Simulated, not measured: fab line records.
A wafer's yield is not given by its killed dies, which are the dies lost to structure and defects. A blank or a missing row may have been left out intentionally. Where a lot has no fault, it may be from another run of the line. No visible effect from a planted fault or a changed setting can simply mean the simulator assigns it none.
One fault seen from 2 desks    flow n5Finfet    numbers are kept per desk, each desk with only its own; the story behind them comes last

## AT THE METROLOGY DESK
Means of the sampled wafers that have a number, per lot and without regard to the tool the lot ran on: this is what the gauges read. A lot is out of limits, marked OUT, if its mean lies more than 4 standard deviations from the usual mean; the brackets give that distance. Only the readings that lie furthest out on some lot appear, 7 of the 12 it has.
Columns: A = cdNm at N5_WELL_APT_CD_MEAS_25, usual 199.1 nm; B = IOFF_N at N5_BEOL_M4_RC_MEAS_101, usual 0.15 nA/um; C = IOFF_P at N5_BEOL_M4_RC_MEAS_101, usual 0.19 nA/um; D = ION_N at N5_BEOL_M4_RC_MEAS_101, usual 677 uA/um; E = ION_P at N5_BEOL_M4_RC_MEAS_101, usual 462 uA/um; F = VT_N at N5_BEOL_M4_RC_MEAS_101, usual 250 mV; G = VT_P at N5_BEOL_M4_RC_MEAS_101, usual -251 mV
lot   first seen here  A      B     C     D    E    F    G
L910  day 1 19:35      198.1  0.13  0.19  678  473  251  -250
L912  day 2 08:02      197.7  0.13  0.17  680  463  251  -255
L915  day 3 01:50      198.9  0.14  0.16  667  454  251  -256
L916  day 3 13:35      197.3  0.16  0.19  692  470  247  -250
L922  day 4 20:02      199.2  0.14  0.20  679  466  250  -249
L924  day 5 07:43      206.4  0.15  0.19  670  462  252  -253
L926  day 5 19:35      205.2  0.12  0.15  675  464  252  -252
L928  day 6 07:50      201.2  0.20  0.24  696  472  246  -248
L930  day 6 19:58      196.9  0.23  0.26  706  479  244  -246
L931  day 7 01:43      200.2  0.14  0.22  679  471  252  -245
This desk found nothing out of limits on any of the 10 lots.

## DESK OF THE TOOL OWNER: lithoTrack-04
The tool's own readings at N5_WELL_APT_PEB_23 (peb time 90 s): means of the sampled wafers that have a number, for each lot that ran on this tool. A lot is out of limits, marked OUT, if its mean lies more than 4 standard deviations from the usual mean; the brackets give that distance.
Columns: A = resistLineTempC at N5_WELL_APT_PEB_23, usual 23.00 C
lot   first seen here  A
L910  day 1 20:34      22.98
L912  day 2 09:01      23.14
L915  day 3 02:56      23.08
L916  day 3 14:41      23.12
L922  day 4 21:08      22.91
L924  day 5 09:04      23.18
L926  day 5 20:43      22.97
This desk found nothing out of limits on any of the 7 lots.

## TAKEN TOGETHER
Metrology desk: nothing out of limits seen.
Nothing out of limits was seen by the tool owner's desk.

## WHAT HAD BEEN PUT IN BY THE SIMULATOR
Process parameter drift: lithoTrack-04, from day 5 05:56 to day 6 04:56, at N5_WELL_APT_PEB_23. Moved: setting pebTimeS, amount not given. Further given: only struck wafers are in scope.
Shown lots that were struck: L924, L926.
